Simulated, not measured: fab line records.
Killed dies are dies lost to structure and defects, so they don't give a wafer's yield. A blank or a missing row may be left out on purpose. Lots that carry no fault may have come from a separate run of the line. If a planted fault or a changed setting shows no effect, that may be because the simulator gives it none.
One fault seen from 3 desks | flow nand harc | numbers are kept per desk, each desk with only its own; the story behind them comes last

== FROM THE METROLOGY DESK ==
What the gauges read for every lot (on any tool): the sampled wafers with a number, averaged. If a lot's mean is further than 4 standard deviations from the usual mean, the lot is out of limits and carries the mark OUT (the distance appears in the brackets).
Columns: A = thk nm at NHARC_A_ONON_D2_THK_MEAS_11, usual 997 nm
lot  | first seen here | A
L795 | day 13 11:20    | 1000
L796 | day 13 17:07    | 978
L797 | day 14 04:34    | 993
L799 | day 15 06:39    | 1009
L798 | day 15 06:40    | 984
L800 | day 15 18:10    | 1006
L801 | day 16 01:52    | 994
L802 | day 16 08:30    | 1001
L808 | day 18 17:29    | 695 (-37) OUT
L809 | day 19 11:22    | 704 (-36) OUT
L813 | day 21 02:35    | 1001
L815 | day 21 10:01    | 993
This desk's verdict: out of limits on L808, L809, starting with L808 at day 18 17:29 (thk nm at NHARC_A_ONON_D2_THK_MEAS_11). L795, L796, L797, L799, L798, L800, L801, L802, L813, L815 stayed within limits.

== THE DEFECT DESK ==
Per lot, the means of the sampled wafers with a number show what the inspections along the route counted. If a lot's mean is further than 4 standard deviations from the usual mean, the lot is out of limits and carries the mark OUT (the distance appears in the brackets).
Columns: A = raw defect count at NHARC_A_CHANNEL_HOLE_D1_INSPECT_40, usual 67
lot  | first seen here | A
L795 | day 9 15:10     | 55
L796 | day 10 01:34    | 40
L797 | day 10 10:07    | 96
L799 | day 11 09:53    | 36
L798 | day 11 11:27    | 83
L800 | day 11 14:13    | 39
L801 | day 12 06:40    | 84
L802 | day 12 14:35    | 103
L808 | day 15 07:50    | 59
L809 | day 15 18:07    | 100
L813 | day 17 10:23    | 60
L815 | day 17 22:32    | 71
This desk's finding: nothing out of limits on any of the 12 lots.

== AT THE TOOL OWNER'S DESK: pecvd onon-02 ==
The tool's own readings at NHARC_A_ONON_D2_DEP_09 (target thk 1000 nm): means of the sampled wafers that have a number, for each lot that ran on this tool. If a lot's mean is further than 4 standard deviations from the usual mean, the lot is out of limits and carries the mark OUT (the distance appears in the brackets).
Columns: A = n2o flow sccm at NHARC_A_ONON_D2_DEP_09, usual 2001 sccm; B = sih4 flow sccm at NHARC_A_ONON_D2_DEP_09, usual 210.0 sccm; C = susceptor temp C at NHARC_A_ONON_D2_DEP_09, usual 400.02 C
lot  | first seen here | A    | B     | C
L795 | day 13 10:49    | 1993 | 210.5 | 399.82
L796 | day 13 16:36    | 2004 | 209.1 | 399.89
L798 | day 15 06:16    | 1992 | 211.0 | 400.07
L800 | day 15 17:43    | 2001 | 210.5 | 400.14
L801 | day 16 01:25    | 2004 | 209.7 | 399.99
L808 | day 18 17:02    | 1992 | 209.2 | 400.04
L809 | day 19 10:54    | 1996 | 209.3 | 400.05
This desk's finding: nothing out of limits on any of the 7 lots.

== TAKEN TOGETHER ==
An alarm was possible from the metrology desk at day 18 17:29, on L808, L809.
Nothing out of limits was seen by the defect desk.
Nothing out of limits was seen by the tool owner's desk.
The defect desk has L808, L809 on record, within its limits.
The tool owner's desk has L808, L809 on record, within its limits.
Every lot named ran NHARC_A_ONON_D2_DEP_09 on pecvd onon-02.

== WHAT HAD BEEN PUT IN BY THE SIMULATOR ==
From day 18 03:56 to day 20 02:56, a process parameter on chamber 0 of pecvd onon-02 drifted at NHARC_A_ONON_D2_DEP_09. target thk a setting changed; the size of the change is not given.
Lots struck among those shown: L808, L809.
Delay in hours, fault start to first out-of-limits reading, per desk: metrology desk 14.
